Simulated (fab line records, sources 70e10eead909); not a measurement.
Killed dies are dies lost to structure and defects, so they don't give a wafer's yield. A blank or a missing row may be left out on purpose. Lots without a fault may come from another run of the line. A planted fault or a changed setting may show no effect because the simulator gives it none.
Which tool did it? | flow nand_harc | 14 lots, 42 wafers sampled, at 5 steps of a route of 1302

WHAT THE GAUGES READ, wafer by wafer
NHARC_A_BONDPAD_CD_MEAS_09: target cd 500 nm. Usual: cd_nm 500.3 nm, standard deviation 1.3.
lot  | measured     | on        | cd_nm (nm)        | flag
L604 | day 22 07:03 | cd_sem-03 | 500.7 499.6 501.3 |
L603 | day 22 20:49 | cd_sem-02 | 499.5 500.7 499.8 |
L606 | day 22 19:16 | cd_sem-02 | 500.5 502.1 501.2 |
L605 | day 22 17:58 | cd_sem-02 | 499.4 499.1 500.6 |
L607 | day 24 02:23 | cd_sem-02 | 498.6 498.4 498.0 |
L609 | day 24 05:33 | cd_sem-02 | 502.2 500.2 500.6 |
L611 | day 25 14:46 | cd_sem-03 | 498.9 499.2 500.9 |
L612 | day 26 06:05 | cd_sem-01 | 498.7 501.4 500.2 |
L613 | day 26 07:27 | cd_sem-02 | 501.9 501.9 502.5 |
L614 | day 26 11:09 | cd_sem-03 | 500.1 498.5 499.9 |
L616 | day 27 01:17 | cd_sem-03 | 501.4 500.9 500.2 |
L620 | day 28 16:50 | cd_sem-02 | 498.1 500.8 497.5 |
L622 | day 29 07:47 | cd_sem-02 | 499.8 499.1 499.8 |
L621 | day 29 08:35 | cd_sem-03 | 501.5 501.8 500.8 |

NHARC_HYBRID_BOND_OVL_MEAS_05. Usual: overlay_x_nm -3 nm, standard deviation 33; overlay_y_nm 0 nm, standard deviation 34.
lot  | measured     | on         | overlay_x_nm (nm) | overlay_y_nm (nm) | flag
L604 | day 22 17:41 | overlay-02 | -16 -34 49        | -73 17 14         |
L603 | day 23 06:39 | overlay-01 | 22 49 -29         | 11 -2 13          |
L606 | day 23 06:38 | overlay-01 | -8 15 -37         | 17 10 44          |
L605 | day 23 06:38 | overlay-02 | -4 -32 -60        | -63 4 8           |
L607 | day 24 14:43 | overlay-01 | 39 24 -26         | 38 -70 0          |
L609 | day 24 14:43 | overlay-02 | 45 -24 -5         | 18 -10 6          |
L611 | day 26 02:39 | overlay-01 | 27 -33 -47        | 76 -21 -38        |
L612 | day 26 19:02 | overlay-02 | 31 -25 -35        | 3 -2 -43          |
L613 | day 26 19:02 | overlay-01 | -1 -3 70          | 1 5 -69           |
L614 | day 27 02:19 | overlay-01 | -18 -29 51        | -15 14 -46        |
L616 | day 27 21:50 | overlay-02 | 11 17 89          | 75 3 32           |
L620 | day 29 04:36 | overlay-01 | -13 -29 -5        | -46 -28 -5        |
L622 | day 29 20:58 | overlay-01 | -12 34 42         | -3 11 8           |
L621 | day 29 20:58 | overlay-02 | -5 -32 -25        | -31 2 12          |

NHARC_END_SORT_01. Usual: killed_at_array 47, standard deviation 14; killed_at_other 0.5, standard deviation 0.72; killed_at_periphery 4, standard deviation 3.1; killed_dies 52, standard deviation 15; killed_open 3.2, standard deviation 1.9; killed_short 2.4, standard deviation 1.7.
lot  | measured     | on        | killed_at_array | killed_at_other | killed_at_periphery | killed_dies | killed_open | killed_short | flag
L620 | day 33 06:16 | prober-01 | 118 114 82      | 0 1 2           | 4 3 6               | 122 118 90  | 1 5 6       | 1 0 2        | OFF
L622 | day 33 14:49 | prober-01 | 107 138 124     | 1 2 1           | 9 4 6               | 117 144 131 | 1 1 1       | 1 3 1        | OFF

WHICH TOOL RAN EACH LOT (tool, then ch and the chambers of the sampled wafers, then the start)
lot  | NHARC_A_CHANNEL_FILL_D2_ETCHBACK_08 | NHARC_THIN_TSV_CMP_01
L604 | rie_diel-01 ch 0,1,3, day 13 23:36  | cmp-01 ch 0,1,3, day 22 20:20
L603 | rie_diel-01 ch 0,2, day 14 14:49    | cmp-02 ch 2,3, day 23 10:28
L606 | rie_diel-02 ch 0,2,3, day 15 04:29  | cmp-01 ch 0,1,2, day 23 09:20
L605 | rie_diel-01 ch 0,2, day 15 04:31    | cmp-02 ch 0,1,3, day 23 08:06
L607 | rie_diel-07 ch 0,1,2, day 16 11:11  | cmp-03 ch 0,2,3, day 24 17:21
L609 | rie_diel-01 ch 0,2,3, day 16 16:01  | cmp-02 ch 1,2, day 24 16:09
L611 | rie_diel-02 ch 0,2,3, day 17 15:34  | cmp-03 ch 0,1,3, day 26 05:16
L612 | rie_diel-02 ch 0,1, day 18 08:04    | cmp-01 ch 1,2,3, day 31 06:31
L613 | rie_diel-02 ch 1,2,3, day 18 14:29  | cmp-02 ch 0,1,2, day 31 07:45
L614 | rie_diel-02 ch 1,2,3, day 18 21:17  | cmp-01 ch 0,2, day 31 10:09
L616 | rie_diel-02 ch 2,3, day 19 07:51    | cmp-01 ch 0,3, day 31 11:20
L620 | rie_diel-02 ch 2,3, day 21 07:32    | cmp-03 ch 0,2,3, day 31 16:12
L622 | rie_diel-02 ch 1,2,3, day 21 19:40  | cmp-01 ch 1,2,3, day 31 18:38
L621 | rie_diel-01 ch 0,2, day 21 19:43    | cmp-02 ch 1,2,3, day 31 17:25
- NHARC_A_CHANNEL_FILL_D2_ETCHBACK_08: etches the open film in C4F8, target depth 220 nm, time 110 s.
- NHARC_THIN_TSV_CMP_01: polishes.

WHAT THE TOOLS THEMSELVES READ (means of the sampled wafers that have a number; where no wafer has one, the mark that the record gives instead)
NHARC_A_CHANNEL_FILL_D2_ETCHBACK_08. Usual: oes_product_au 0.96 a.u., standard deviation 0.035; rf_vpp_V 440.6 V, standard deviation 2.3.
lot  | tool        | oes_product_au (a.u.) | rf_vpp_V (V) | flag
L604 | rie_diel-01 | 0.92                  | 440.2        |
L603 | rie_diel-01 | 0.93                  | 442.7        |
L606 | rie_diel-02 | 0.93                  | 440.2        |
L605 | rie_diel-01 | 0.92                  | 442.4        |
L607 | rie_diel-07 | 0.92                  | 439.0        |
L609 | rie_diel-01 | 1.00                  | 440.7        |
L611 | rie_diel-02 | 0.93                  | 439.2        |
L612 | rie_diel-02 | 1.00                  | 441.5        |
L613 | rie_diel-02 | 0.93                  | 440.2        |
L614 | rie_diel-02 | 0.93                  | 441.2        |
L616 | rie_diel-02 | 1.01                  | 440.7        |
L620 | rie_diel-02 | 0.93                  | 439.3        |
L622 | rie_diel-02 | 1.00                  | 441.5        |
L621 | rie_diel-01 | 0.95                  | 442.2        |

NHARC_THIN_TSV_CMP_01. Usual: motor_current_A 12.1 A, standard deviation 1.2.
lot  | tool   | motor_current_A (A) | flag
L604 | cmp-01 | 12.7                |
L603 | cmp-02 | 11.7                |
L606 | cmp-01 | 12.9                |
L605 | cmp-02 | 10.5                |
L607 | cmp-03 | 12.5                |
L609 | cmp-02 | 10.2                |
L611 | cmp-03 | 11.5                |
L612 | cmp-01 | 12.3                |
L613 | cmp-02 | 10.7                |
L614 | cmp-01 | 13.7                |
L616 | cmp-01 | 13.5                |
L620 | cmp-03 | 12.5                |
L622 | cmp-01 | 12.1                |
L621 | cmp-02 | 11.1                |

THE ANSWER, worked out from the rows above alone
Rule: a lot is off if the mean of its wafers that have a number lies more than 3 standard deviations from the usual mean. A lot without any number at a reading at which 4 lots or more have one is off too. The other lots that the step has rows for count as sound. The gauges are gone through in route order, then the tools' own readings, and for those a lot's mean is taken as printed above. The first step at which some lot is off is used, and at that step the reading that is off furthest; a lot without a number counts as furthest.
Off: L620, L622, at NHARC_END_SORT_01 (killed_at_array). Neither off nor sound, because the step has no rows for them: L604, L603, L606, L605, L607, L609, L611, L612, L613, L614, L616, L621.
A tool fits if, at a process step before that reading, it ran every lot that is off, and no sound lot after the first of them. The gauges at NHARC_END_SORT_01 are tried like those tools. Can't be told from this: 2 tools fit, rie_diel-02 at NHARC_A_CHANNEL_FILL_D2_ETCHBACK_08, prober-01 at NHARC_END_SORT_01.

WHAT THE SIMULATOR HAD PUT IN
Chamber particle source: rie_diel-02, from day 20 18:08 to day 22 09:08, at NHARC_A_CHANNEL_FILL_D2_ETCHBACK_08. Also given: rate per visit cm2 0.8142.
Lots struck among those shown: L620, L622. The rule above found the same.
